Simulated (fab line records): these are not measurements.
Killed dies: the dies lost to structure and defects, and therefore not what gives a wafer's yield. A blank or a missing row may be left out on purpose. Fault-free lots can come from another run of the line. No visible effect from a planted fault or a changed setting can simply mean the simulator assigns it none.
Matching of chambers :: flow nand harc :: NHARC_A_CHANNEL_HOLE_D1_DEP_01 on pecvd-02 has 3 sister chambers
The step deposits SiON, target thk 140 nm. 3 wafers are shown with their chamber, then 11 later ones without.

== EACH WAFER AND ITS CHAMBER ==
wafer: L088.3
chamber: 2
heater power w (W): 810

wafer: L088.4
chamber: 1
heater power w (W): 745

wafer: L089.1
chamber: 0
heater power w (W): 754

== WAFERS WHOSE CHAMBER IS MISSING ==
wafer: L089.3
heater power w (W): 761

wafer: L089.4
heater power w (W): 775

wafer: L091.3
heater power w (W): 711

wafer: L091.5
heater power w (W): 714

wafer: L091.6
heater power w (W): 698

wafer: L093.1
heater power w (W): 798

wafer: L093.4
heater power w (W): 797

wafer: L093.6
heater power w (W): 831

wafer: L092.1
heater power w (W): 843

wafer: L092.2
heater power w (W): 757

wafer: L092.5
heater power w (W): 688

== CHAMBER TAKEN BY EACH ==
wafer: L089.3
from the rows above: can't be placed: 0 or 1 or 2
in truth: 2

wafer: L089.4
from the rows above: can't be placed: 0 or 1 or 2
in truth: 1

wafer: L091.3
from the rows above: can't be placed: 1 or 0
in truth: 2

wafer: L091.5
from the rows above: can't be placed: 1 or 0
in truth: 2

wafer: L091.6
from the rows above: can't be placed: 1 or 0
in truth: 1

wafer: L093.1
from the rows above: can't be placed: 2 or 0 or 1
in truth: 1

wafer: L093.4
from the rows above: can't be placed: 2 or 0 or 1
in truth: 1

wafer: L093.6
from the rows above: can't be placed: 2 or 0
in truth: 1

wafer: L092.1
from the rows above: can't be placed: 2 or 0
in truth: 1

wafer: L092.2
from the rows above: can't be placed: 0 or 1 or 2
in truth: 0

wafer: L092.5
from the rows above: can't be placed: 1 or 0
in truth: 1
Correct placement for 0 of the 11. These rows do not allow placing 11 (true chamber among the candidates in 7). Number placed wrongly: 0.
How it was worked out, from the rows above alone: a wafer's distance from a chamber is the root of the sum, over the readings, of the square of ((its reading less the chamber's mean) divided by the reading's scatter). The wafer belongs to the nearest chamber; if the next one is less than 2 further off, it can't be placed. Each chamber's mean is taken over the wafers shown for it. The scatter: with one shown wafer a chamber, the root of the mean of the squares of how far each hidden wafer lies from its nearest shown one.
